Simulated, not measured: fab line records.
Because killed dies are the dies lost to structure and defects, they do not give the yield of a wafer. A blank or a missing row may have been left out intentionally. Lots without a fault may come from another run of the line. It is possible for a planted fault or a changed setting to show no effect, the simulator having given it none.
fab line records -- flow nandHarc
record lots=13, wafers=39, lastDay=33
route steps=1302 shown P_STI@88 P_GATE@122
lots that met no fault: taken from a fault-free run of the same line
startH: start of the lot's first displayed wafer, in hours after the record's first day -- waitH: how many hours have passed since the lot's step before this one -- " repeats the value in the row above -- L1.1+2: a row that stands for several wafers -- - value missing, or start not given -- * or withheld: withheld -- < > ~ a bound
route shown NAME@n: names a module that has steps shown in the file, with the first one's number in the route -- usual: mean and standard deviation over wafers with no fault -- same: alike in all rows -- chamber/n: place in a boat -- sites: per-site readings -- _std_site: the values' standard deviation -- _edge_site: the outer-site mean with the inner-site mean subtracted -- radiusMm: for every site, how far away it sits from the centre of the wafer -- mask NAME#n: copy n -- behind: the most recent tool/chamber to have shaped the wafer -- hold: reason for holding the lot/hours on hold/outcome of the hold -- device: the n, p or np transistor that did not switch -- end of line: the same wafers' tests at the end of the route -- a step with no rows: only its recipe -- killed: count of dies lost to structure and defects at first sort (not the wafer's yield) -- map: a wafer's dies, x killed, . not, _ none there
set.NAME: the setting as run; set.NAME@STEP: as run at that earlier step -- model.NAME: the simulator's own value behind a step, which no gauge read
one table for each step of the route and one row for each wafer, over a sample of lots
services: a tool's chamber out of use, with start hour (startH, from the record's first day; less than 0 if before it), hours out, and reason
## steps
# step NHARC_P_STI_ETCH_42
# recipe targetDepthA=800, overetchA=240, timeS=61, ionEnergyEv=200, n2FlowSccm=150, h2FlowSccm=150, arFlowSccm=0, rfW=400, biasW=150, chemistry=N2/H2
# usual drypumpMotorCurrentA=5.56/0.28, oesProductAu=0.996/0.013, rfVppV=429.7/2.3, showerheadPlenumPTorr=2.02/0.082, throttleValvePct=14.173/0.0089
lot.wafer,tool,chamber,startH,waitH,drypumpMotorCurrentA,oesProductAu,rfHoursCounterH,rfVppV,showerheadPlenumPTorr,throttleValvePct
L375.3,rieDiel-08,0,62.94,0.1,5.34,1.007,2,426.7,1.98,14.188
L375.4,rieDiel-08,1,62.94,0.1,5.41,0.984,2,428.6,1.92,14.191
L375.1,rieDiel-08,3,62.94,0.1,6.15,0.998,3,429.1,1.99,14.169
L377.2,rieDiel-08,2,83.61,0.1,5.72,0.998,4,429.6,2.06,14.184
L377.3,rieDiel-08,3,83.61,0.1,6.14,0.994,4,429.4,1.99,14.155
L377.6,rieDiel-08,2,83.61,0.1,5.71,0.989,-,431.9,2.06,14.168
L379.4,rieDiel-08,3,105.36,0.1,6.15,0.984,6,428.9,1.99,14.181
L379.5,rieDiel-08,1,105.36,0.1,5.40,0.988,-,426.2,1.92,14.154
L379.6,rieDiel-08,2,105.36,0.1,5.71,1.001,-,430.5,2.06,14.178
L380.1,rieDiel-08,3,113.11,0.1,6.17,0.990,6,428.5,1.99,14.164
L380.2,rieDiel-08,1,113.11,0.1,5.44,0.981,5,427.2,1.92,14.176
L380.6,rieDiel-08,2,113.11,0.1,5.75,0.990,-,432.6,2.06,14.164
L381.4,rieDiel-02,3,123.58,0.1,5.36,0.980,7,432.2,2.09,14.173
L381.1,rieDiel-02,0,123.58,0.1,5.11,1.010,7,426.9,1.91,14.170
L381.6,rieDiel-02,3,123.58,0.1,5.37,0.976,-,432.8,2.09,14.180
L386.4,rieDiel-02,1,177.02,0.1,5.54,1.009,11,433.8,2.13,14.170
L386.3,rieDiel-02,2,177.02,0.1,5.90,0.994,10,428.7,1.96,14.188
L386.5,rieDiel-02,1,177.02,0.1,5.56,1.011,-,432.5,2.13,14.177
L388.4,rieDiel-03,0,194.49,0.1,5.35,0.970,4,435.8,2.19,14.172
L388.5,rieDiel-03,3,194.49,0.1,5.40,0.977,-,427.9,1.98,14.173
L388.6,rieDiel-03,0,194.49,0.1,5.35,0.975,-,434.5,2.19,14.180
L390.1,rieDiel-03,3,212.91,0.1,5.40,0.978,6,427.5,1.98,14.173
L390.4,rieDiel-03,0,212.91,0.1,5.37,0.976,5,434.4,2.19,14.169
L390.5,rieDiel-03,1,212.91,0.1,5.71,1.000,-,430.2,2.03,14.181
L391.3,rieDiel-03,1,229.31,0.1,5.73,1.009,6,429.5,2.03,14.158
L391.6,rieDiel-03,1,229.31,0.1,5.74,1.000,-,430.4,2.03,14.174
L391.4,rieDiel-03,2,229.31,0.1,5.71,0.994,-,428.2,1.98,14.160
L392.4,rieDiel-03,3,239.88,0.1,5.38,0.987,6,428.6,1.98,14.169
L392.2,rieDiel-03,0,239.88,0.1,5.37,1.005,6,435.5,2.19,14.189
L392.5,rieDiel-03,0,239.88,0.1,5.36,1.001,-,434.8,2.19,14.161
L393.4,rieDiel-08,3,245.77,0.1,6.15,1.004,3,427.9,1.98,14.169
L393.6,rieDiel-08,0,245.77,0.1,5.33,1.015,-,428.1,1.98,14.186
L393.5,rieDiel-08,1,245.77,0.1,5.42,0.979,-,426.2,1.92,14.182
L395.4,rieDiel-08,3,267.94,0.1,6.15,0.999,4,429.3,1.98,14.159
L395.5,rieDiel-08,1,267.94,0.1,5.42,0.988,-,428.2,1.92,14.173
L395.6,rieDiel-08,2,267.94,0.1,5.72,0.998,-,430.8,2.06,14.169
L396.3,rieDiel-03,0,275.19,0.1,5.36,0.993,9,433.2,2.19,14.170
L396.4,rieDiel-03,1,275.19,0.1,5.69,1.019,9,429.3,2.02,14.170
L396.5,rieDiel-03,3,275.19,0.1,5.37,0.985,-,430.2,1.98,14.179
# step NHARC_P_STI_OCD_MEAS_17
# usual trenchDepthNm=301/7.3, trenchFootCdNm=161.4/2.6
lot.wafer,tool,chamber,startH,waitH,trenchDepthNm,trenchFootCdNm
L375.1,ocd-02,-,63.38,0.1,300,164.0
L375.3,ocd-02,-,63.38,0.1,288,164.8
L375.4,ocd-02,-,63.38,0.1,301,163.7
L377.2,ocd-02,-,84.04,0.1,289,158.3
L377.3,ocd-02,-,84.04,0.1,303,157.2
L377.6,ocd-02,-,84.04,0.1,302,156.1
L379.4,ocd-02,-,105.79,0.1,300,161.5
L379.5,ocd-02,-,105.79,0.1,295,161.2
L379.6,ocd-02,-,105.79,0.1,289,164.0
L380.1,ocd-02,-,113.55,0.1,310,162.0
L380.2,ocd-02,-,113.55,0.1,299,164.4
L380.6,ocd-02,-,113.55,0.1,309,160.6
L381.1,ocd-01,-,124.01,0.1,298,158.8
L381.4,ocd-01,-,124.01,0.1,313,163.5
L381.6,ocd-01,-,124.01,0.1,301,160.0
L386.3,ocd-02,-,177.46,0.1,307,163.4
L386.4,ocd-02,-,177.46,0.1,297,162.8
L386.5,ocd-02,-,177.46,0.1,300,168.0
L388.4,ocd-02,-,194.93,0.1,305,161.7
L388.5,ocd-02,-,194.93,0.1,303,157.9
L388.6,ocd-02,-,194.93,0.1,303,159.8
L390.1,ocd-02,-,213.33,0.1,279,164.4
L390.4,ocd-02,-,213.33,0.1,306,164.2
L390.5,ocd-02,-,213.33,0.1,297,156.6
L391.3,ocd-01,-,229.78,0.1,309,163.4
L391.4,ocd-01,-,229.78,0.1,307,157.5
L391.6,ocd-01,-,229.78,0.1,306,160.7
L392.2,ocd-02,-,240.31,0.1,301,161.8
L392.4,ocd-02,-,240.31,0.1,303,161.4
L392.5,ocd-02,-,240.31,0.1,305,162.9
L393.4,ocd-01,-,246.20,0.1,305,158.7
L393.5,ocd-01,-,246.20,0.1,302,164.4
L393.6,ocd-01,-,246.20,0.1,311,164.3
L395.4,ocd-01,-,268.37,0.1,302,164.0
L395.5,ocd-01,-,268.37,0.1,303,163.3
L395.6,ocd-01,-,268.37,0.1,296,162.2
L396.3,ocd-01,-,275.62,0.1,300,160.0
L396.4,ocd-01,-,275.62,0.1,304,161.9
L396.5,ocd-01,-,275.62,0.1,302,156.8
# step NHARC_P_STI_CMP_21
# recipe tOverpolishS=20, targetThkNm=380.67
# usual motorCurrentA=11.9/1.4, overpolishRunS=20.000/0.0093, padLifeWafers=168/90, tOverpolishS=20/0
lot.wafer,tool,chamber,startH,waitH,motorCurrentA,overpolishRunS,padLifeWafers,tOverpolishS
L375.1,cmp-03,3,82.19,0.4,10.7,20.002,37,20
L375.3,cmp-03,0,82.19,0.4,13.2,19.996,38,20
L375.4,cmp-03,1,82.19,0.4,16.3,19.997,39,20
L377.2,cmp-02,1,103.84,0.4,13.1,20.007,224,20
L377.3,cmp-02,2,103.84,0.4,11.0,20.011,225,20
L377.6,cmp-02,0,103.84,0.4,10.0,20.002,-,20
L379.4,cmp-02,0,127.58,0.4,10.3,20.021,303,20
L379.5,cmp-02,1,127.58,0.4,12.9,20.007,-,20
L379.6,cmp-02,2,127.58,0.4,9.8,20.010,-,20
L380.2,cmp-04,3,135.02,0.4,11.4,19.997,60,20
L380.1,cmp-04,0,135.02,0.4,13.9,20.007,61,20
L380.6,cmp-04,0,135.02,0.4,13.9,19.996,-,20
L381.4,cmp-04,3,145.82,0.4,10.9,19.992,115,20
L381.1,cmp-04,0,145.82,0.4,14.5,19.998,116,20
L381.6,cmp-04,2,145.82,0.4,11.8,20.014,-,20
L386.3,cmp-04,2,207.19,0.4,11.2,19.989,390,20
L386.4,cmp-04,3,207.19,0.4,11.4,20.004,391,20
L386.5,cmp-04,3,207.19,0.4,11.1,19.988,-,20
L388.4,cmp-04,0,214.62,0.4,13.6,68.669,14,68.671
L388.6,cmp-04,2,214.62,0.4,11.5,68.647,-,68.671
L388.5,cmp-04,3,214.62,0.4,11.4,68.668,-,68.671
L390.1,cmp-03,3,234.75,0.4,10.8,20.009,277,20
L390.4,cmp-03,1,234.75,0.4,15.6,20.019,279,20
L390.5,cmp-03,2,234.75,0.4,12.1,19.992,-,20
L391.3,cmp-04,1,248.44,0.4,12.8,68.677,145,68.671
L391.4,cmp-04,2,248.44,0.4,12.3,68.659,146,68.671
L391.6,cmp-04,0,248.44,0.4,14.5,68.658,-,68.671
L392.2,cmp-02,0,259.78,0.4,9.8,19.999,91,20
L392.4,cmp-02,2,259.78,0.4,10.9,20.017,93,20
L392.5,cmp-02,0,259.78,0.4,10.3,19.996,-,20
L393.4,cmp-02,3,264.96,0.4,12.1,19.997,109,20
L393.6,cmp-02,2,264.96,0.4,10.3,20.001,-,20
L393.5,cmp-02,3,264.96,0.4,11.3,19.994,-,20
L395.4,cmp-02,3,287.63,0.4,11.3,20.013,213,20
L395.5,cmp-02,0,287.63,0.4,10.1,19.990,-,20
L395.6,cmp-02,1,287.63,0.4,11.8,19.993,-,20
L396.3,cmp-03,1,296.67,0.4,16.2,20.016,152,20
L396.4,cmp-03,2,296.67,0.4,11.8,20.016,153,20
L396.5,cmp-03,0,296.67,0.4,13.5,20.009,-,20
# step NHARC_P_GATE_CD_MEAS_11
# recipe targetCdNm=1640, landingEnergyEv=500
# usual cdNm=1639.7/2.5
lot.wafer,tool,chamber,startH,waitH,cdNm
L375.1,cdSem-03,0,99.32,-,1638.9
L375.3,cdSem-03,0,99.32,-,1641.3
L375.4,cdSem-03,0,99.32,-,1641.3
L377.2,cdSem-03,0,122.18,-,1638.3
L377.3,cdSem-03,0,122.18,-,1642.1
L377.6,cdSem-03,0,122.18,-,1635.9
L379.4,cdSem-03,0,147.03,-,1636.1
L379.5,cdSem-03,0,147.03,-,1636.4
L379.6,cdSem-03,0,147.03,-,1639.6
L380.1,cdSem-03,0,154.58,-,1641.4
L380.2,cdSem-03,0,154.58,-,1640.4
L380.6,cdSem-03,0,154.58,-,1638.3
L381.1,cdSem-03,0,162.02,-,1640.4
L381.4,cdSem-03,0,162.02,-,1641.7
L381.6,cdSem-03,0,162.02,-,1639.4
L386.3,cdSem-01,0,227.10,-,1642.2
L386.4,cdSem-01,0,227.10,-,1638.1
L386.5,cdSem-01,0,227.10,-,1639.3
L388.4,cdSem-02,0,234.96,-,1641.4
L388.5,cdSem-02,0,234.96,-,1641.2
L388.6,cdSem-02,0,234.96,-,1643.3
L390.1,cdSem-03,0,251.74,-,1640.1
L390.4,cdSem-03,0,251.74,-,1642.6
L390.5,cdSem-03,0,251.74,-,1642.0
L391.3,cdSem-02,0,267.49,-,1637.7
L391.4,cdSem-02,0,267.49,-,1642.1
L391.6,cdSem-02,0,267.49,-,1639.8
L392.2,cdSem-01,0,277.27,-,1641.2
L392.4,cdSem-01,0,277.27,-,1643.1
L392.5,cdSem-01,0,277.27,-,1640.1
L393.4,cdSem-03,0,283.72,-,1639.7
L393.5,cdSem-03,0,283.72,-,1639.0
L393.6,cdSem-03,0,283.72,-,1635.7
L395.4,cdSem-01,0,308.78,-,1641.8
L395.5,cdSem-01,0,308.78,-,1643.9
L395.6,cdSem-01,0,308.78,-,1641.5
L396.3,cdSem-01,0,313.11,-,1643.1
L396.4,cdSem-01,0,313.11,-,1638.2
L396.5,cdSem-01,0,313.11,-,1637.9
## services
tool,chamber,startH,hours,kind
rieDiel-03,3,40.97,7.6,repair
cmp-02,-,59.24,1.1,repair
cmp-03,-,64.00,4.0,pm
cmp-04,-,82.92,0.3,repair
cmp-04,-,102.61,2.1,repair
rieDiel-03,-,104.30,9.0,pm
cmp-04,-,111.00,4.0,pm
rieDiel-03,-,132.70,1.8,repair
cmp-02,-,134.58,4.0,pm
rieDiel-03,-,134.70,1.1,repair
rieDiel-03,0,139.13,4.1,repair
rieDiel-03,-,150.65,0.3,repair
rieDiel-08,-,154.42,0.9,repair
rieDiel-03,2,167.34,13.6,repair
cmp-04,-,184.92,1.4,repair
cmp-02,-,185.42,1.9,repair
rieDiel-08,-,191.01,9.0,pm
cmp-04,-,204.59,2.1,repair
cmp-04,-,209.00,4.0,pm
rieDiel-03,3,227.46,2.8,repair
cmp-02,-,232.58,4.0,pm
rieDiel-03,-,281.30,9.0,pm
cmp-04,-,287.82,2.2,repair
rieDiel-08,2,291.58,10.8,repair
## key
firstSign step=NHARC_P_STI_CMP_21, reading=tOverpolishS, direction=up, sigmas=99+, usual=20, struck=68.671
effect step=NHARC_P_STI_CMP_21, reading=overpolishRunS, direction=up, sigmas=99+, usual=20.000, struck=68.663
metAt NHARC_P_STI_CMP_21
struckLots L388,L391
testerLeftOut L388,L391
notActingAt NHARC_P_STI_ETCH_42,NHARC_P_STI_OCD_MEAS_17,NHARC_P_GATE_CD_MEAS_11
onsetBetween 207.19 214.62
fault kind=processParameterDrift, tool=cmp-04, chamber=-, onsetH=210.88, steps=NHARC_P_STI_CMP_21, channel=tOverpolishS, offset=48.671, shape=step, endH=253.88, actsIn=theseRecipesOnly, stated=20
# testerLeftOut: of these lots the tester's yield and bins aren't shown, on N5 and GAA mostly nor the transistor test; their killed dies are dies lost to structure and defects alone, not to doping, threshold or leakage, so they don't give the yield
